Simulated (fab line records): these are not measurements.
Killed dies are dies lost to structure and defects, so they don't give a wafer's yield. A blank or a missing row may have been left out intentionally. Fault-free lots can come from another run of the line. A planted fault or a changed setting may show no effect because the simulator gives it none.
Chamber matching -- flow n5-finfet -- N5_BEOL_M7_STRIP_19 on rie-diel-04 has 4 sister chambers
The step strips in O2. 8 wafers are shown with their chamber, then 9 later ones without.

WAFERS, EACH WITH ITS CHAMBER
wafer,chamber,drypump-motor-current-A (A),showerhead-plenum-p-Torr (Torr)
L075.2,0,5.6,2.09
L081.4,1,4.9,2.21
L083.5,0,5.6,2.08
L083.6,3,5.3,2.17
L084.5,1,4.9,2.21
L086.4,2,5.3,2.04
L086.5,3,5.2,2.17
L086.6,2,5.3,2.04

WAFERS WHOSE CHAMBER IS MISSING
wafer,drypump-motor-current-A (A),showerhead-plenum-p-Torr (Torr)
L090.1,5.7,2.08
L090.3,4.9,2.20
L090.6,4.8,2.20
L096.1,4.9,2.20
L096.2,5.2,2.17
L096.3,5.6,2.08
L097.1,5.2,2.16
L097.2,5.6,2.08
L097.5,5.3,2.03

EACH ONE'S CHAMBER
wafer,from the rows above,in truth
L090.1,0,0
L090.3,1,1
L090.6,1,1
L096.1,1,1
L096.2,3,3
L096.3,0,0
L097.1,3,3
L097.2,0,0
L097.5,2,2
Correct placement for 9 of the 9. Number that these rows cannot place: 0. 0 placed wrongly.
How it was worked out, from the rows above alone: a wafer's distance from a chamber is the root of the sum, over the readings, of the square of ((its reading less the chamber's mean) divided by the reading's scatter). If the next closest chamber is less than 2 further off than the closest, the wafer can't be placed; otherwise it belongs to the closest. For every chamber, the mean is computed from those of its wafers that are shown. How the scatter is found: for the shown wafers, subtract from each reading the mean of its chamber, square and add these, divide the total by (wafers less chambers), then take the root.
